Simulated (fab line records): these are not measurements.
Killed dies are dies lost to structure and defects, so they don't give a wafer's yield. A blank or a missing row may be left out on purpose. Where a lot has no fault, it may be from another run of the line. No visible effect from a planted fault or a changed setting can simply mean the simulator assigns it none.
fab line records	flow n5-finfet
record: lots: 7	wafers: 39
route steps=1938 shown BEOL_M13@1659
start-h: the number of hours between the record's first day and the start of the first shown wafer of the lot	wait-h: how many hours have passed since the lot's step before this one	" repeats the value in the row above	L1.1+2: one row covering several wafers at once	- no value, or no start given	* or withheld: withheld	< > ~ a bound
route shown NAME@n: names a module that has steps shown in the file, with the first one's number in the route	usual: mean/standard deviation of fault-free wafers	same: alike in all rows	chamber/n: place in a boat	sites: each site's reading	_std_site: standard deviation of those values	_edge_site: inner sites' mean taken away from outer sites' mean	radius-mm: for every site, how far away it sits from the centre of the wafer	mask NAME#n: copy n	behind: tool/chamber where the wafer was last shaped	hold: why the lot went on hold/how many hours it stayed there/how the hold came to an end	device: the n, p or np transistor that did not switch	end of line: at the end of the route, the tests of the same wafers	for a step that has no rows: nothing shown but its recipe	killed: dies lost to structure and defects at the first sort, not the wafer's yield	map: a wafer's dies, marking killed ones x, the rest . and places with no die _
set.NAME: the setting the step ran with; set.NAME@STEP: the setting that earlier step ran with	model.NAME: the simulator's own value behind a step, which no gauge read
lots whose settings were changed on purpose; a table a step, a row a wafer
== steps ==
step: N5_BEOL_M13_ILD_DEP_00
recipe: material: SiOC	target-thk-a: 8379.2	temp-c: 350	precursor: DEMS/O2	pressure-torr: 5	rf-w: 500	time-s: 166.4
lot.wafer	tool	chamber	start-h	wait-h	set.time-s	model.SiOC_of_BEOL_M13_ILD_DEP_00.thk-nm
L074.1	pecvd-01	2	233.68	0.0	166.4	833.6
L074.2	"	1	"	"	166.4	816.2
L074.3	"	0	"	"	166.4	831
L074.4	"	2	"	"	166.4	845.6
L074.5	"	1	"	"	166.4	844.4
L074.6	"	0	"	"	166.4	835.4
L077.1	pecvd-01	2	244.27	0.0	67.69	350
L077.2	"	1	"	"	67.69	326.6
L077.3	"	0	"	"	166.4	829.4
L077.4	"	2	"	"	166.4	841.2
L077.5	"	1	"	"	166.4	823.8
L077.6	"	0	"	"	67.69	333.2
L080.1	pecvd-02	1	272.17	0.0	166.4	842.4
L080.2	"	0	"	"	166.4	838.2
L080.3	"	0	"	"	166.4	857.6
L080.4	"	1	"	"	166.4	851
L080.5	"	1	"	"	166.4	863
L080.6	"	0	"	"	166.4	857.4
L081.1	pecvd-04	0	281.94	0.0	166.4	834.6
L081.2	"	1	"	"	252.5	1253
L081.3	"	2	"	"	252.5	1252
L081.4	"	2	"	"	166.4	835.4
L081.5	"	0	"	"	252.5	1280
L081.6	"	1	"	"	166.4	829.4
L084.1	pecvd-04	0	297.40	0.0	166.4	836
L084.2	"	2	"	"	166.4	818.4
L084.3	"	1	"	"	166.4	827.2
L084.4	"	2	"	"	166.4	840
L084.5	"	1	"	"	166.4	837.6
L084.6	"	0	"	"	166.4	847
L088.1	pecvd-01	2	315.46	0.0	166.4	828.6
L088.2	"	1	"	"	166.4	831.4
L088.3	"	0	"	"	166.4	817.6
L088.4	"	1	"	"	166.4	836.8
L088.5	"	2	"	"	166.4	844
L088.6	"	0	"	"	166.4	832.2
L096.2	pecvd-04	2	364.90	0.0	166.4	824.2
L096.3	"	0	"	"	166.4	823.8
L096.5	"	1	"	"	166.4	833.8
step: N5_BEOL_M13_THK_MEAS_01
recipe: reads: SiOC_of_BEOL_M13_ILD_DEP_00
usual: M13_ILD_THK: 839/11
lot.wafer	tool	chamber	start-h	wait-h	set.time-s@BEOL_M13_ILD_DEP_00	M13_ILD_THK[nm]
L074.1	film-metro-02	-	233.83	0.1	166.4	834
L074.2	"	-	"	"	166.4	816
L074.3	"	-	"	"	166.4	831
L074.4	"	-	"	"	166.4	846
L074.5	"	-	"	"	166.4	845
L074.6	"	-	"	"	166.4	835
L077.1	film-metro-02	-	244.42	0.1	67.69	350
L077.2	"	-	"	"	67.69	327
L077.3	"	-	"	"	166.4	829
L077.4	"	-	"	"	166.4	841
L077.5	"	-	"	"	166.4	824
L077.6	"	-	"	"	67.69	333
L080.1	film-metro-01	-	272.38	0.2	166.4	842
L080.2	"	-	"	"	166.4	839
L080.3	"	-	"	"	166.4	858
L080.4	"	-	"	"	166.4	851
L080.5	"	-	"	"	166.4	862
L080.6	"	-	"	"	166.4	857
L081.1	film-metro-02	-	282.09	0.1	166.4	834
L081.2	"	-	"	"	252.5	1253
L081.3	"	-	"	"	252.5	1252
L081.4	"	-	"	"	166.4	835
L081.5	"	-	"	"	252.5	1281
L081.6	"	-	"	"	166.4	830
L084.1	film-metro-02	-	297.55	0.1	166.4	836
L084.2	"	-	"	"	166.4	818
L084.3	"	-	"	"	166.4	827
L084.4	"	-	"	"	166.4	840
L084.5	"	-	"	"	166.4	838
L084.6	"	-	"	"	166.4	847
L088.1	film-metro-01	-	315.61	0.1	166.4	828
L088.2	"	-	"	"	166.4	832
L088.3	"	-	"	"	166.4	818
L088.4	"	-	"	"	166.4	837
L088.5	"	-	"	"	166.4	845
L088.6	"	-	"	"	166.4	832
L096.2	film-metro-02	-	365.05	0.1	166.4	825
L096.3	"	-	"	"	166.4	824
L096.5	"	-	"	"	166.4	834
step: N5_BEOL_M13_COAT_58
recipe: resist: BARC	temp-c: 205	time-s: 60	spin-rpm: 1500	resist-thk-nm: 89
step: N5_BEOL_M13_COAT_04
recipe: spin-rpm: 1625	resist-thk-nm: 400
step: N5_BEOL_M13_DESCUM_15
recipe: chemistry: O2	time-s: 7.9	source-power-w: 50	bias-power-w: 20	pressure-mtorr: 20	rf-frequency-hz: 2.712e+07	temp-c: 40	o2-flow-sccm: 225
step: N5_BEOL_M13_ETCH_59
recipe: chemistry: N2/H2	target: BARC	target-depth-a: 890	overetch-a: 267	time-s: 67.9	ion-energy-ev: 200	pressure-mtorr: 30	source-w: 840	bias-w: 150	n2-flow-sccm: 200	h2-flow-sccm: 200
step: N5_BEOL_M13_VIA_ETCH_16
recipe: chemistry: C4F8/O2/Ar	target: SiOC	pressure-mtorr: 30	source-w: 3000	bias-w: 700	Ar_flow_sccm: 400	C4F8_flow_sccm: 15	O2_flow_sccm: 8	he-inner-torr: 15	he-outer-torr: 30	target-depth-a: 9217	time-s: withheld	ion-energy-ev: 250	ends: cleared
lot.wafer	tool	chamber	start-h	wait-h	set.time-s@BEOL_M13_ILD_DEP_00	model.coat_of_BEOL_M13_COAT_04.thk-nm	model.etch.depth-nm
L074.1	rie-diel-02	1	234.30	0.0	*	72.4	833.6
L074.2	"	3	"	"	*	75.8	816.2
L074.3	"	0	"	"	*	66.8	831
L074.4	"	2	"	"	*	68.6	845.6
L074.5	"	1	"	"	*	68.2	844.3
L074.6	"	2	"	"	*	71.4	835.5
L077.1	rie-diel-04	1	244.90	0.0	*	212.6	350
L077.2	"	3	"	"	*	220.2	326.6
L077.3	"	2	"	"	*	71.8	829.4
L077.4	"	0	"	"	*	68.2	841.2
L077.5	"	0	"	"	*	75.6	823.8
L077.6	"	3	"	"	*	219	333.3
L080.1	rie-diel-02	1	272.98	0.0	*	68.8	842.3
L080.2	"	2	"	"	*	70.2	838.2
L080.3	"	3	"	"	*	64.4	857.6
L080.4	"	0	"	"	*	61.6	851
L080.5	"	2	"	"	*	62.4	863
L080.6	"	3	"	"	*	63.8	857.5
L081.1	rie-diel-02	2	282.64	0.0	*	74.6	834.6
L081.2	"	3	"	"	*	0	1253
L081.3	"	0	"	"	*	0	1252
L081.4	"	1	"	"	*	72.8	835.5
L081.5	"	0	"	"	*	0	1280
L081.6	"	3	"	"	*	74.6	829.3
L084.1	rie-diel-05	1	298.55	0.0	*	71.4	836.1
L084.2	"	0	"	"	*	77.4	818.4
L084.3	"	3	"	"	*	76.4	827.3
L084.4	"	2	"	"	*	73.6	840
L084.5	"	0	"	"	*	72.2	837.6
L084.6	"	3	"	"	*	72	846.9
L088.1	rie-diel-04	1	316.21	0.0	*	71.8	828.6
L088.2	"	0	"	"	*	72.2	831.4
L088.3	"	3	"	"	*	75.4	817.6
L088.4	"	2	"	"	*	66.2	836.8
L088.5	"	2	"	"	*	64	844
L088.6	"	1	"	"	*	71.2	832.2
L096.2	rie-diel-04	1	365.81	0.0	*	73.2	824.3
L096.3	"	3	"	"	*	72.8	823.8
L096.5	"	1	"	"	*	69.4	833.8
step: N5_BEOL_M13_STRIP_63
recipe: chemistry: N2/H2	power-w: 1000	temp-c: 250	h2-frac: 0.65	overash-fraction: 0.3	pressure-mtorr: 1000	n2-flow-sccm: 1750	h2-flow-sccm: 3250
usual: oes-product-au: 0.673/0.0049	strip-time-to-endpoint-s: 27.6/1.1
lot.wafer	tool	chamber	start-h	wait-h	set.time-s@BEOL_M13_ILD_DEP_00	oes-product-au	strip-time-to-endpoint-s
L074.1	plasma-asher-02	1	234.54	-	166.4	0.668	28.4
L074.2	"	0	"	"	166.4	0.674	29.3
L074.3	"	0	"	"	166.4	0.666	26.7
L074.4	"	1	"	"	166.4	0.677	27.2
L074.5	"	0	"	"	166.4	0.679	27.2
L074.6	"	1	"	"	166.4	0.678	28.1
L077.1	plasma-asher-02	0	245.13	-	67.69	0.802	65.8
L077.2	"	1	"	"	67.69	0.827	67.8
L077.3	"	0	"	"	166.4	0.674	28.2
L077.4	"	1	"	"	166.4	0.677	27.1
L077.5	"	0	"	"	166.4	0.678	29.3
L077.6	"	1	"	"	67.69	0.827	67.5
L080.1	plasma-asher-02	1	273.21	-	166.4	0.667	27.3
L080.2	"	0	"	"	166.4	0.672	27.7
L080.3	"	0	"	"	166.4	0.671	26.0
L080.4	"	1	"	"	166.4	0.667	25.2
L080.5	"	0	"	"	166.4	0.668	25.4
L080.6	"	1	"	"	166.4	0.666	25.8
L081.1	plasma-asher-02	1	282.88	-	166.4	0.678	29.1
L081.2	"	0	"	"	252.5	0.227	0.0
L081.3	"	0	"	"	252.5	0.232	0.0
L081.4	"	1	"	"	166.4	0.677	28.5
L081.5	"	1	"	"	252.5	0.240	0.0
L081.6	"	0	"	"	166.4	0.672	29.0
L084.1	plasma-asher-01	1	298.79	-	166.4	0.679	28.0
L084.2	"	0	"	"	166.4	0.680	29.8
L084.3	"	0	"	"	166.4	0.679	29.5
L084.4	"	1	"	"	166.4	0.678	28.7
L084.5	"	1	"	"	166.4	0.679	28.3
L084.6	"	0	"	"	166.4	0.670	28.3
L088.1	plasma-asher-01	0	316.45	-	166.4	0.663	28.2
L088.2	"	1	"	"	166.4	0.678	28.3
L088.3	"	0	"	"	166.4	0.677	29.3
L088.4	"	1	"	"	166.4	0.667	26.6
L088.5	"	1	"	"	166.4	0.664	25.9
L088.6	"	0	"	"	166.4	0.681	28.0
L096.2	plasma-asher-01	1	366.05	-	166.4	0.671	28.6
L096.3	"	0	"	"	166.4	0.677	28.5
L096.5	"	1	"	"	166.4	0.677	27.5
== key ==
split: step: N5_BEOL_M13_ILD_DEP_00	setting: time-s	stated: 166.4	by: wafer
response: step: N5_BEOL_M13_ILD_DEP_00	reading: model.SiOC_of_BEOL_M13_ILD_DEP_00.thk-nm	change: +8.32	per: 1%	r: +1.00
response: step: N5_BEOL_M13_THK_MEAS_01	reading: M13_ILD_THK	change: +8.32	per: 1%	r: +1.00
response: step: N5_BEOL_M13_VIA_ETCH_16	reading: model.coat_of_BEOL_M13_COAT_04.thk-nm	change: -2.01	per: 1%	r: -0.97
response: step: N5_BEOL_M13_VIA_ETCH_16	reading: model.etch.depth-nm	change: +8.32	per: 1%	r: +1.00
response: step: N5_BEOL_M13_STRIP_63	reading: oes-product-au	shape: bent	at-lowest: 0.818	at-stated: 0.674	at-highest: 0.233
response: step: N5_BEOL_M13_STRIP_63	reading: strip-time-to-endpoint-s	shape: bent	at-lowest: *	at-stated: *	at-highest: *
